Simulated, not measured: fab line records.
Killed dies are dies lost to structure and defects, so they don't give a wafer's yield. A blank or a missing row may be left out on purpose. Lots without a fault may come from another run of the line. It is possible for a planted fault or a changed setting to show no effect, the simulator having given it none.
Matching of chambers	flow nand_harc	NHARC_P_GATE_STRIP_101 on rie_diel-03: 4 sister chambers
The step strips in O2, time 20 s. 4 wafers are shown with their chamber, then 7 later ones without.

## EACH WAFER AND ITS CHAMBER
wafer	chamber	drypump_motor_current_A (A)
L078.6	0	5.8
L085.6	2	6.2
L095.1	1	5.8
L095.3	3	5.7

## WAFERS WITH NO CHAMBER GIVEN
wafer	drypump_motor_current_A (A)
L095.6	5.8
L096.2	5.7
L096.5	5.8
L096.6	5.7
L097.1	5.9
L097.2	5.7
L097.4	5.9

## CHAMBER TAKEN BY EACH
wafer	from the rows above	in truth
L095.6	can't be placed: 0 or 1 or 3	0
L096.2	can't be placed: 3 or 0 or 1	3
L096.5	can't be placed: 0 or 1 or 3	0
L096.6	can't be placed: 3 or 0 or 1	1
L097.1	can't be placed: 0 or 1 or 3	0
L097.2	can't be placed: 3 or 0 or 1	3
L097.4	can't be placed: 0 or 1 or 3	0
Correctly placed: 0 of 7. Not placeable from these rows: 7 (in 7, the candidates include the true chamber). 0 placed wrongly.
How it was worked out, from the rows above alone: a wafer's distance from a chamber is the root of the sum, over the readings, of the square of ((its reading less the chamber's mean) divided by the reading's scatter). If the next closest chamber is less than 2 further off than the closest, the wafer can't be placed; otherwise it belongs to the closest. For every chamber, the mean is computed from those of its wafers that are shown. The scatter: root of mean squared gap, hidden wafer to nearest shown wafer, with one shown wafer a chamber.
